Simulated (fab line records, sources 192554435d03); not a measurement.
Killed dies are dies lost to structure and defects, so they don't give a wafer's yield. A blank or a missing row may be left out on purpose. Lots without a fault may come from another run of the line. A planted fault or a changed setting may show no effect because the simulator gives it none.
Split-lot experiment | flow n5_finfet | 7 lots, 21 wafers read, on a route of 1938 steps

THE SPLIT
At N5_MOL_CONTACT_COAG_ETCH_110 (etches Si in CF4/O2, target depth 2.5 nm, time 8 s), the setting bias_w was moved away from the recipe's 12 W on 8 of the 21 wafers read, by -15.3% to +16.9%. The other wafers ran this setting at the recipe's value.

The reading is taken at the split's own step.

THE READING
rf_vpp_V, in V, at N5_MOL_CONTACT_COAG_ETCH_110 (etches Si in CF4/O2, target depth 2.5 nm, time 8 s). Fault-free wafers of this fab line usually give 127.7 V, standard deviation 1.7 V.

wafer  | tool, chamber at the split | bias_w as run, W | against the recipe | rf_vpp_V, V | against lot-mates on the recipe
L079.1 | rie_diel-01, 1             | 12               | recipe             | 126.5       | -
L079.4 | rie_diel-01, 3             | 12               | recipe             | 125.3       | -
L079.6 | rie_diel-01, 1             | 12               | recipe             | 126.6       | -
L080.1 | rie_diel-01, 3             | 12               | recipe             | 124.8       | -
L080.5 | rie_diel-01, 1             | 12               | recipe             | 126.5       | -
L080.6 | rie_diel-01, 0             | 12               | recipe             | 127.8       | -
L082.1 | rie_diel-01, 0             | 13.69            | +14.1%             | 144.5       | +17.5
L082.2 | rie_diel-01, 1             | 13.69            | +14.1%             | 142.1       | +15.1
L082.6 | rie_diel-01, 1             | 12               | recipe             | 127.0       | -
L084.2 | rie_diel-05, 1             | 12               | recipe             | 124.0       | -
L084.3 | rie_diel-05, 3             | 12               | recipe             | 126.9       | -
L084.4 | rie_diel-05, 1             | 13.56            | +13.0%             | 140.6       | +15.1
L087.1 | rie_diel-04, 3             | 12               | recipe             | 127.9       | -
L087.4 | rie_diel-04, 1             | 14.03            | +16.9%             | 145.3       | +17.6
L087.6 | rie_diel-04, 2             | 12               | recipe             | 127.6       | -
L089.3 | rie_diel-04, 3             | 10.16            | -15.3%             | 113.2       | -16.1
L089.4 | rie_diel-04, 2             | 10.16            | -15.3%             | 112.1       | -17.2
L089.5 | rie_diel-04, 3             | 12               | recipe             | 129.3       | -
L095.1 | rie_diel-04, 2             | 13.52            | +12.7%             | 140.4       | +13.3
L095.3 | rie_diel-04, 1             | 13.52            | +12.7%             | 141.7       | +14.6
L095.6 | rie_diel-04, 2             | 12               | recipe             | 127.1       | -

THE FIT
A straight line over all 21 wafers: rf_vpp_V changes by +1.05 V for each +1% of bias_w; r = +0.99; the points scatter about the line by 1.4 V.
The same after taking each lot's own level away (the mean of its wafers on the recipe; 21 wafers): +1.1 V for each +1%; r = +1.00; scatter 0.95 V.
On that fit, the largest move of bias_w shifts the reading by 19 V.
The lots' own levels span 125.45 to 129.30 V, that is 2.3 times the standard deviation above.
So the lot-to-lot level changes the slope little: the two slopes agree.
Check: with one of the wafers moved furthest among these (+16.9%) left out of the fit, the line predicts +19 V for it against its lot-mates. It came out at +17.6 V against them.
Tool readings at the split's step, against how far the setting was moved: rf_vpp_V r = +0.99.

OTHER SPLITS ON THESE WAFERS
These wafers also went through other splits before the reading. Each is held against what the fit with the lots' levels taken away leaves over:
other split on the same wafers        | wafers away from the commonest value | r with rf_vpp_V (lot level and that fit taken away)
N5_HKMG_FIN_ETCH_31 bias_w            | 10                                   | -0.07
N5_GATE_CUT_DESCUM_18 time_s          | 7                                    | -0.28
N5_GATE_CUT_ETCH_36 cf4_flow_sccm     | 7                                    | +0.15
N5_MOL_CONTACT_COAG_ETCH_106 source_w | 3                                    | +0.17

THE WHOLE CHAIN: every reading that the file lists as answering this split, in the file's order
step                         | what it does                                       | reading                                                        | change (the file's fit)                | r (the file's)
N5_MOL_CONTACT_COAG_ETCH_110 | etches Si in CF4/O2, target depth 2.5 nm, time 8 s | rf_vpp_V                                                       | +1.1 V for each +1% of the setting     | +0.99
N5_MOL_CONTACT_COAG_ETCH_110 | etches Si in CF4/O2, target depth 2.5 nm, time 8 s | etch.depth_nm (the simulator's own value, which no gauge read) | +0.0101 nm for each +1% of the setting | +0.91

THE FILE'S OWN FIT
rf_vpp_V changes by +1.1 V for each +1% of bias_w, r = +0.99.
